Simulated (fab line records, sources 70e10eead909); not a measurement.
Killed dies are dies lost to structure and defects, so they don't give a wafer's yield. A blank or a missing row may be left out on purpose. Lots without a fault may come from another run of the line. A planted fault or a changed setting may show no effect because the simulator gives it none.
A struck lot beside a sound one | flow nand_harc | 15 steps out of a route of 1302
Sound: wafers L704.1, L704.3, L704.5. Struck: wafer L699.3. (L699.1 of the same lot was not struck and is left out.) The cause comes at the end.
At each step with rows: each side's tool, then ch and its chambers, then its first start. Under that, the readings that differ: sound wafers | struck wafers | difference of the means | sigmas: that difference in standard deviations of wafers without a fault.
alike: readings whose means differ by less than 2 such deviations, and words and numbers that are the same on both sides. not compared: withheld readings, readings that some wafer has no value for, bounds like >300 that may hide the same value, and numbers for which the record gives no deviation and whose values overlap.
The two part at a step that has a row with sigmas, a row that says differs or no value, or rows on one side only. Numbers that don't overlap but have no deviation are shown without sigmas and don't part them. A reading that every wafer of one side lacks parts them only if that side has two wafers or more.

NHARC_P_CONTACT_DESCUM_17: chemistry O2, time 3 s.
  sound on rie_diel-08 ch 1,2,3, day 15 07:12; struck on rie_diel-13 ch 2, day 13 02:29
  reading                     | sound             | struck | difference | sigmas
  drypump_motor_current_A (A) | 5.7 6.0 5.8       | 5.1    | -0.7       | -2
  oes_product_au (a.u.)       | 0.996 0.991 0.988 | 1.012  | +0.020     | +3
  alike: rf_vpp_V, showerhead_plenum_p_Torr, throttle_valve_pct
  not compared: rf_hours_counter_h
NHARC_P_CONTACT_ETCH_35: etches the open film in CF4, target depth 39 nm, time 65 s.
  sound on rie_diel-08 ch 0,2,3, day 15 07:16; struck on rie_diel-13 ch 3, day 13 02:35
  reading      | sound             | struck | difference | sigmas
  rf_vpp_V (V) | 152.8 150.5 151.0 | 148.6  | -2.8       | -2
  alike: drypump_motor_current_A, oes_product_au, showerhead_plenum_p_Torr, throttle_valve_pct
  not compared: rf_hours_counter_h
then, 1 step without rows for these wafers: NHARC_P_CONTACT_ETCH_36 (etches the open film in N2/H2, target depth 260 nm, time 406.25 s).
NHARC_P_CONTACT_ETCH_18: etches the open film in C4F8/O2/Ar, target depth 481 nm, time 240.5 s.
  sound on rie_diel-08 ch 0,2; struck on rie_diel-13 ch 3
  alike: oes_product_au, rf_vpp_V
  not compared: rf_hours_counter_h
then, 2 steps without rows for these wafers: NHARC_P_CONTACT_STRIP_37 (strips in C4F8/O2/Ar); NHARC_P_CONTACT_ETCH_31 (etches the open film in CH3F/O2, target depth 30 nm, time 85.7 s).
NHARC_P_CONTACT_CD_MEAS_19:
  sound on cd_sem-03, day 15 08:04; struck on cd_sem-01, day 13 03:21
  alike: cd_nm
NHARC_P_CONTACT_STRIP_28: strips in O2.
  sound on rie_diel-04 ch 1,2, day 15 08:08; struck on rie_diel-04 ch 3, day 13 03:26
  alike: drypump_motor_current_A, oes_product_au, rf_vpp_V, showerhead_plenum_p_Torr, throttle_valve_pct
  not compared: rf_hours_counter_h
then, 1 step without rows for these wafers: NHARC_P_CONTACT_STRIP_29 (strips in post etch residue remover, time 1200 s).
NHARC_P_CONTACT_DEGAS_38: time 60 s.
  sound on pvd_sputter-02, day 15 08:46; struck on pvd_sputter-03, day 13 04:04
  alike: heater_power_w
then, 2 steps without rows for these wafers: NHARC_P_CONTACT_PRE_CLEAN_39 (time 19.5 s); NHARC_P_CONTACT_PVD_32 (deposits Ti, target thk 5 nm, time 17.7 s).
NHARC_P_CONTACT_ALD_22: deposits TiN, target thk 3 nm, pulse time 1 s, ald cycles 150.
  sound on ald_metal-04 ch 1,2,3, day 15 09:03; struck on ald_metal-02 ch 1, day 13 04:21
  reading    | sound       | struck | difference | sigmas
  ald_cycles | 150 150 150 | 73     | -77        |
  alike: heater_power_w, precursor_pulse_height_rel
then, 1 step without rows for these wafers: NHARC_P_CONTACT_CVD_23 (deposits W, target thk 200 nm, time 557 s).
-- the record jumps here: 18 days lie between the struck wafers' starts before and after (it left off in module P_CONTACT and takes up again in module END, whose first step shown is number 1302 of the route) --
NHARC_END_SORT_01:
  the record has rows for the struck wafers here (prober-02 ch 0, day 31 11:13) and none for the sound ones

WHERE THEY PART
First at NHARC_P_CONTACT_DESCUM_17; last, within this record, at NHARC_END_SORT_01.

WHY: what the simulator had put in
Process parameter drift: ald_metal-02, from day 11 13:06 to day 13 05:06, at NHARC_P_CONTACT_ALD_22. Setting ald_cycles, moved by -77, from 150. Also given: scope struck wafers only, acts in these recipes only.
